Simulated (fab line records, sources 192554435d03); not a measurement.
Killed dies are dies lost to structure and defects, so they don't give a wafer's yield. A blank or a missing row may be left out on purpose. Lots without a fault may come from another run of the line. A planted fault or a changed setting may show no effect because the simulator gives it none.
fab line records | flow n5_finfet
record lots=6 wafers=16 last_day=16
route steps=1938 shown TV_LITHO@1875 TV_OPEN@1887
lots that met no fault: from a run of the same line without faults
start_h: hours from the record's first day to the start of the lot's first wafer shown | wait_h: hours since the lot's step before | " the same as in the row above | L1.1+2: a row that stands for several wafers | - no value, or no start given | * or withheld: withheld | < > ~ a bound
route shown NAME@n: a module of which the file shows steps, and the number in the route of the first | usual: mean/standard deviation of fault-free wafers | same: alike in all rows | chamber/n: place in a boat | sites: the reading at each site | _std_site: their standard deviation | _edge_site: outer sites' mean less inner sites' | radius_mm: how far each site lies from the wafer's centre | mask NAME#n: copy n | behind: the tool/chamber that last shaped the wafer | hold: why the lot was held/for how many hours/how that ended | device: the transistor (n, p or np) that didn't switch | end of line: the same wafers' tests at the end of the route | a step without rows: its recipe alone | killed: dies lost to structure and defects at the first sort, not the wafer's yield | map: a wafer's dies, x killed, . not, _ none there
set.NAME: the setting as run; set.NAME@STEP: as run at that earlier step | model.NAME: the simulator's own value behind a step, which no gauge read
lots at some steps of the route; a table a step, a row a wafer
services: from which hour (start_h, from the record's first day; less than 0 if before it) a tool's chamber was out of use, for how many hours, and why
## steps
# step N5_PASSIVATION_HMDS_03
# recipe time_s=60 temp_c=120
# step N5_PASSIVATION_COAT_04
# recipe spin_rpm=* resist_thk_nm=*
# step N5_PASSIVATION_EBR_06
# recipe solvent=PGMEA ebr_width_mm=1.5
# step N5_PASSIVATION_SOFTBAKE_05
# recipe temp_c=100 time_s=90
# step N5_PASSIVATION_EXPOSE_07
# recipe mask_id=TV na=0.55 source_shape=conventional sigma_outer=0.8 polarization=unpolarized defocus_nm=0 target_cd_nm=3000 dose_mj=22.75
# step N5_PASSIVATION_PEB_08
# recipe peb_temp_c=withheld peb_time_s=*
# step N5_PASSIVATION_DEVELOP_09
# recipe develop_time_s=60 rinse_liquid=diw dry=air_spin dev_temp_c=21
# step N5_PASSIVATION_HARDBAKE_11
# recipe temp_c=130 time_s=120
# step N5_PASSIVATION_CD_MEAS_10
# recipe target_cd_nm=3000 landing_energy_ev=500 detector=se_inlens
# usual cd_nm=3000.5/2
# columns lot.wafer tool chamber start_h wait_h cd_nm
L338.1 cd_sem-01 0 291.41 - 3002.3
L338.2 " 0 " " 3003.3
L338.3 " 0 " " 3003.0
L341.1 cd_sem-01 0 311.41 - 3002.6
L341.4 " 0 " " 3003.6
L341.5 " 0 " " 3003.6
L348.1 cd_sem-01 0 364.95 - 2999.3
L348.3 " 0 " " 2998.3
L348.6 " 0 " " 2999.8
L351.1 cd_sem-02 0 369.66 - 2998.8
L351.6 " 0 " " 3001.0
L354.3 cd_sem-01 0 379.61 - 3001.0
L354.5 " 0 " " 2999.6
L352.2 cd_sem-03 0 381.33 - 2997.1
L352.4 " 0 " " 2995.7
L352.5 " 0 " " 2996.8
# step N5_PASSIVATION_OVL_MEAS_60
# recipe points_per_wafer=44
# usual TV_OVL=3/6.3
# columns lot.wafer tool chamber start_h wait_h TV_OVL[nm]
L338.1 overlay-01 0 291.44 0.0 12
L338.2 " 0 " " 16
L338.3 " 0 " " 20
L341.1 overlay-01 0 311.44 0.0 -6
L341.4 " 0 " " -7
L341.5 " 0 " " 0
L348.1 overlay-02 0 364.98 0.0 7
L348.3 " 0 " " 4
L348.6 " 0 " " 0
L351.1 overlay-01 0 369.69 0.0 -2
L351.6 " 0 " " -6
L354.3 overlay-01 0 379.64 0.0 -1
L354.5 " 0 " " -4
L352.2 overlay-02 0 381.36 0.0 -4
L352.4 " 0 " " 2
L352.5 " 0 " " 4
# step N5_PASSIVATION_INSPECT_61
# recipe mode=adi inspect_instrument=macro
# usual raw_defect_count=2.3/1.4
# columns lot.wafer tool chamber start_h wait_h raw_defect_count
L338.1 defect_inspect-01 - 291.47 0.0 1
L338.2 " - " " 3
L338.3 " - " " 5
L341.1 defect_inspect-01 - 311.46 0.0 1
L341.4 " - " " 2
L341.5 " - " " 2
L348.1 defect_inspect-01 - 365.00 0.0 2
L348.3 " - " " 2
L348.6 " - " " 3
L351.1 defect_inspect-02 - 369.72 0.0 2
L351.6 " - " " 2
L354.3 defect_inspect-02 - 379.66 0.0 2
L354.5 " - " " 1
L352.2 defect_inspect-01 - 381.38 0.0 0
L352.4 " - " " 1
L352.5 " - " " 3
# step N5_PASSIVATION_DESCUM_12
# recipe chemistry=O2 time_s=7.9 source_power_w=50 bias_power_w=20 pressure_mtorr=20 rf_frequency_hz=2.712e+07 temp_c=40 o2_flow_sccm=225
# usual drypump_motor_current_A=5.5/0.4 oes_product_au=0.79/0.078 rf_fwd_power_W=49.65/0.18 rf_vpp_V=243.1/1.1 showerhead_plenum_p_Torr=2.08/0.048 temp_c=39.97/0.098 throttle_valve_pct=20.40/0.2
# columns lot.wafer tool chamber start_h wait_h drypump_motor_current_A oes_product_au rf_fwd_power_W rf_hours_counter_h rf_vpp_V showerhead_plenum_p_Torr temp_c throttle_valve_pct
L338.1 rie_diel-05 3 291.50 0.0 5.4 0.73 49.77 155 243.3 2.09 39.75 20.22
L338.2 " 1 " " 4.9 0.82 49.51 89 243.3 2.03 40.10 20.22
L338.3 " 2 " " 5.8 0.78 49.53 131 242.5 2.09 39.93 20.73
L341.1 rie_diel-03 1 311.53 0.1 5.1 0.78 49.87 118 244.0 2.10 39.97 20.26
L341.4 " 0 " " 6.2 0.86 49.86 44 242.4 2.04 39.99 20.21
L341.5 " 0 " " 6.2 0.85 49.99 - 242.2 2.05 40.08 20.20
L348.1 rie_diel-06 3 365.17 0.2 5.2 0.87 49.69 55 243.2 2.04 39.93 20.45
L348.3 " 0 " " 5.4 0.97 49.55 3 241.5 2.06 39.91 20.36
L348.6 " 3 " " 5.1 0.87 49.77 - 241.6 2.04 39.98 20.44
L351.1 rie_diel-03 2 370.26 0.5 5.7 0.66 49.98 240 244.1 2.14 39.71 20.22
L351.6 " 2 " " 5.7 0.66 49.65 - 244.8 2.14 39.80 20.22
L354.3 rie_diel-03 0 379.87 0.2 6.2 0.83 49.71 65 241.7 2.04 39.88 20.23
L354.5 " 3 " " 5.4 0.71 49.60 - 241.5 2.06 39.87 20.72
L352.2 rie_diel-06 3 381.76 0.4 5.1 0.87 49.47 60 243.1 2.04 40.10 20.48
L352.4 " 0 " " 5.4 0.97 49.51 9 241.8 2.06 39.86 20.37
L352.5 " 1 " " 5.7 0.84 49.53 - 245.6 2.21 40.13 20.33
# step N5_PASSIVATION_PASS_ETCH_74
# recipe chemistry=CF4/O2 target=SiNx target_depth_a=2200 time_s=110 ion_energy_ev=100 pressure_mtorr=40 source_w=535 bias_w=49 Ar_flow_sccm=100 cf4_flow_sccm=100 O2_flow_sccm=10
# usual drypump_motor_current_A=5.5/0.4 oes_o_777_au=0.78/0.076 oes_product_au=0.79/0.078 rf_fwd_power_W=532.4/1.8 rf_vpp_V=240.7/2.8 showerhead_plenum_p_Torr=2.20/0.05 throttle_valve_pct=15.98/0.22
# columns lot.wafer tool chamber start_h wait_h drypump_motor_current_A oes_o_777_au oes_product_au rf_fwd_power_W rf_hours_counter_h rf_vpp_V showerhead_plenum_p_Torr throttle_valve_pct model.etch.depth_nm model.coat_of_PASSIVATION_COAT_04.thk_nm model.TV_OPEN.cd_offset_nm
L338.1 rie_diel-05 3 291.57 0.0 5.4 0.74 0.73 534.6 155 247.0 2.21 15.83 215.6 * 0.4
L338.2 " 1 " " 4.9 0.84 0.83 531.9 89 242.7 2.14 15.77 220.1 * 0.2
L338.3 " 2 " " 5.8 0.76 0.79 528.8 131 240.5 2.21 16.35 225.2 * 0.4
L341.1 rie_diel-03 1 311.59 0.0 5.1 0.78 0.78 534.5 118 243.5 2.21 15.85 218.9 * 0.2
L341.4 " 0 " " 6.2 0.87 0.86 531.6 44 238.7 2.16 15.71 224.6 * -0.2
L341.5 " 0 " " 6.2 0.87 0.87 532.6 - 239.1 2.16 15.71 223.9 * 0.2
L348.1 rie_diel-06 3 365.24 0.0 5.2 0.87 0.87 534.6 55 239.7 2.15 15.96 224.1 * -0.4
L348.3 " 0 " " 5.4 0.96 0.97 533.1 3 237.8 2.17 15.84 221.2 * -0.2
L348.6 " 3 " " 5.1 0.86 0.87 534.9 - 238.6 2.15 15.96 223.4 * -0.2
L351.1 rie_diel-03 2 370.33 0.0 5.7 0.66 0.81 534.9 240 242.9 2.26 15.98 289.2 * -3.2
L351.6 " 2 " " 5.8 0.67 0.66 532.9 - 241.0 2.26 15.94 213.7 * 0.2
L354.3 rie_diel-03 0 379.94 0.0 6.2 0.84 1.02 530.9 65 236.3 2.15 15.80 300.3 * -3.6
L354.5 " 3 " " 5.4 0.71 0.71 532.1 - 236.5 2.18 16.35 220.6 * 0
L352.2 rie_diel-06 3 381.83 0.0 5.1 0.85 0.87 533.0 60 239.1 2.15 15.98 226.7 * 0
L352.4 " 0 " " 5.4 0.94 0.96 531.5 9 237.3 2.17 15.85 225.8 * 0
L352.5 " 1 " " 5.7 0.83 0.85 535.8 - 241.7 2.32 15.86 221.4 * 0
# step N5_PASSIVATION_VIA_ETCH_13
# recipe chemistry=CHF3/O2 target=SiO2 target_depth_a=6600 CHF3_flow_sccm=50 O2_flow_sccm=5 Ar_flow_sccm=200 time_s=330 mask_material=PR pressure_mtorr=30 source_w=650 bias_w=170 ion_energy_ev=200 ends=cleared
# usual CHF3_flow_sccm=50.00/0.16 drypump_motor_current_A=5.5/0.39 etch_rf_on_time_s=236/4.2 oes_o_777_au=0.78/0.074 oes_product_au=0.71/0.069 rf_fwd_power_W=647.5/2.1 rf_vpp_V=524/5.7 showerhead_plenum_p_Torr=2.40/0.055 throttle_valve_pct=18.88/0.21
# columns lot.wafer tool chamber start_h wait_h CHF3_flow_sccm drypump_motor_current_A etch_rf_on_time_s oes_o_777_au oes_product_au rf_fwd_power_W rf_hours_counter_h rf_vpp_V showerhead_plenum_p_Torr throttle_valve_pct model.coat_of_PASSIVATION_COAT_04.thk_nm
L338.1 rie_diel-05 3 291.66 0.0 49.84 5.4 233 0.74 0.67 647.1 155 536 2.42 18.73 *
L338.2 " 1 " " 50.47 4.9 233 0.83 0.75 649.3 89 529 2.34 18.70 *
L338.3 " 2 " " 50.05 5.9 233 0.78 0.71 644.7 131 522 2.41 19.21 *
L341.1 rie_diel-03 1 311.68 0.0 49.88 5.1 229 0.77 0.71 651.6 119 527 2.43 18.76 *
L341.4 " 0 " " 50.18 6.2 233 0.86 0.77 646.5 45 518 2.36 18.63 *
L341.5 " 0 " " 50.20 6.3 231 0.87 0.78 645.3 - 521 2.36 18.62 *
L348.1 rie_diel-06 3 365.33 0.0 50.00 5.2 231 0.86 0.78 646.0 55 520 2.35 18.89 *
L348.3 " 0 " " 50.00 5.4 234 0.96 0.88 646.0 3 518 2.38 18.83 *
L348.6 " 3 " " 49.95 5.2 234 0.86 0.78 648.9 - 520 2.35 18.89 *
L351.1 rie_diel-03 2 370.42 0.0 49.83 5.8 240 0.68 0.60 646.8 240 527 2.47 18.76 *
L351.6 " 2 " " 49.77 5.7 245 0.68 0.60 647.4 - 527 2.47 18.76 *
L354.3 rie_diel-03 0 380.03 0.0 50.01 6.2 232 0.84 0.75 650.6 65 520 2.35 18.67 *
L354.5 " 3 " " 50.10 5.4 239 0.71 0.64 645.0 - 516 2.39 19.25 *
L352.2 rie_diel-06 3 381.92 0.0 50.22 5.2 229 0.84 0.77 646.8 61 521 2.35 18.90 *
L352.4 " 0 " " 50.16 5.4 234 0.93 0.86 647.8 9 517 2.37 18.83 *
L352.5 " 1 " " 49.94 5.7 238 0.82 0.76 649.5 - 527 2.54 18.78 *
# step N5_PASSIVATION_STRIP_14
# recipe chemistry=O2 power_w=600 temp_c=60 pressure_mtorr=30 rf_frequency_hz=6e+07 bias_power_w=0 overash_fraction=0.5 o2_flow_sccm=225
# usual drypump_motor_current_A=5.5/0.4 oes_product_au=0.79/0.078 rf_vpp_V=3.6/0.87 showerhead_plenum_p_Torr=2.09/0.048 temp_c=60.01/0.12 throttle_valve_pct=16.64/0.2
# columns lot.wafer tool chamber start_h wait_h drypump_motor_current_A oes_product_au rf_hours_counter_h rf_vpp_V showerhead_plenum_p_Torr temp_c throttle_valve_pct
L338.1 rie_diel-05 3 291.85 0.1 5.4 0.75 156 3.1 2.09 59.95 16.49
L338.2 " 1 " " 4.9 0.83 89 2.3 2.03 59.77 16.45
L338.3 " 2 " " 5.8 0.80 131 2.7 2.09 60.06 16.97
L341.1 rie_diel-03 1 311.88 0.1 5.1 0.79 119 4.2 2.11 59.98 16.51
L341.4 " 0 " " 6.3 0.86 45 2.9 2.05 59.87 16.40
L341.5 " 0 " " 6.3 0.85 - 2.4 2.05 60.02 16.40
L348.1 rie_diel-06 3 365.53 0.1 5.2 0.87 56 4.8 2.04 60.03 16.67
L348.3 " 0 " " 5.4 0.97 4 4.3 2.06 59.95 16.56
L348.6 " 3 " " 5.2 0.87 - 4.0 2.04 60.00 16.66
L351.1 rie_diel-03 2 370.62 0.1 5.8 0.66 240 3.3 2.15 59.91 16.55
L351.6 " 2 " " 5.8 0.68 - 5.2 2.15 59.83 16.55
L354.3 rie_diel-03 0 380.23 0.1 6.2 0.82 66 3.4 2.04 60.08 16.47
L354.5 " 3 " " 5.4 0.71 - 3.4 2.07 60.07 16.99
L352.2 rie_diel-06 3 382.12 0.1 5.2 0.88 61 4.3 2.04 59.98 16.66
L352.4 " 0 " " 5.4 0.95 9 2.4 2.06 60.15 16.56
L352.5 " 1 " " 5.7 0.83 - 3.6 2.21 59.98 16.54
# step N5_PASSIVATION_ETCH_15
# recipe chemistry=CF4/N2 target=SiCN target_depth_a=750 taper_deg=2 time_s=81.2 ion_energy_ev=150 mask_material=SiNx pressure_mtorr=40 source_w=430 bias_w=70 Ar_flow_sccm=100 cf4_flow_sccm=60 n2_flow_sccm=60
# usual drypump_motor_current_A=5.5/0.4 oes_product_au=0.79/0.077 rf_fwd_power_W=427.6/1.4 rf_vpp_V=382.0/1.5 showerhead_plenum_p_Torr=2.20/0.05 throttle_valve_pct=15.43/0.22
# columns lot.wafer tool chamber start_h wait_h drypump_motor_current_A oes_product_au rf_fwd_power_W rf_hours_counter_h rf_vpp_V showerhead_plenum_p_Torr throttle_valve_pct model.TV_OPEN.cd_offset_nm
L338.1 rie_diel-05 3 - - 5.4 0.73 427.3 156 381.5 2.21 15.28 2.4
L338.2 " 1 " " 4.9 0.83 426.0 89 380.9 2.14 15.25 2
L338.3 " 2 " " 5.9 0.79 426.2 131 382.5 2.21 15.79 2.6
L341.1 rie_diel-03 1 - - 5.1 0.78 425.8 119 381.9 2.22 15.29 2.2
L341.4 " 0 " " 6.3 0.86 429.9 45 380.0 2.16 15.14 1.2
L341.5 " 0 " " 6.2 0.86 428.4 - 382.0 2.16 15.14 2.2
L348.1 rie_diel-06 3 - - 5.2 0.88 428.3 56 378.9 2.15 15.38 1.4
L348.3 " 0 " " 5.4 0.97 427.5 4 382.0 2.17 15.29 1.8
L348.6 " 3 " " 5.1 0.87 427.5 - 380.3 2.15 15.38 1.6
L351.1 rie_diel-03 2 - - 5.8 0.67 427.6 240 383.0 2.26 15.38 -1.2
L351.6 " 2 " " 5.8 0.67 429.2 - 384.8 2.26 15.38 2.2
L354.3 rie_diel-03 0 - - 6.2 0.84 428.1 66 381.4 2.15 15.18 -1.8
L354.5 " 3 " " 5.4 0.71 429.4 - 382.8 2.19 15.82 1.8
L352.2 rie_diel-06 3 - - 5.2 0.86 424.6 61 380.8 2.14 15.42 2.2
L352.4 " 0 " " 5.4 0.95 423.7 9 381.5 2.17 15.30 2
L352.5 " 1 " " 5.7 0.83 428.6 - 385.5 2.33 15.31 2.2
# step N5_PASSIVATION_STRIP_73
# recipe chemistry=post_etch_residue_remover time_s=60 temp_c=25 remover_ph=withheld remover_water_wt_pct=withheld remover_fluoride_wt_pct=withheld
## services
# columns tool chamber start_h hours kind
rie_diel-03 0 268.47 1.5 repair
rie_diel-05 0 280.12 21.8 repair
rie_diel-05 0 314.89 - clean
rie_diel-05 0 314.89 - consumable_replace:focus_ring
rie_diel-06 2 329.05 5.4 repair
rie_diel-06 0 337.33 - clean
rie_diel-06 0 337.33 - consumable_replace:focus_ring
rie_diel-06 0 337.33 17.5 scheduled_down
rie_diel-06 0 337.33 17.5 vent_cycle
rie_diel-05 2 354.62 15.6 repair
## key
first_sign none at tools or gauges
model_effect step=N5_PASSIVATION_PASS_ETCH_74 value=etch.depth_nm without=217.6 struck=294.7
model_effect step=N5_PASSIVATION_VIA_ETCH_13 value=coat_of_PASSIVATION_COAT_04.thk_nm without=* struck=*
model_effect step=N5_PASSIVATION_ETCH_15 value=TV_OPEN.cd_offset_nm without=1.9 struck=-1.5
met_at N5_PASSIVATION_PASS_ETCH_74
struck_wafers L351.1,L354.3
onset_between 311.59 370.33
fault kind=process_parameter_drift tool=rie_diel-03 chamber=- onset_h=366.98 steps=N5_PASSIVATION_PASS_ETCH_74 channel=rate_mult offset=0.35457 shape=step end_h=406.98 scope=struck_wafers_only
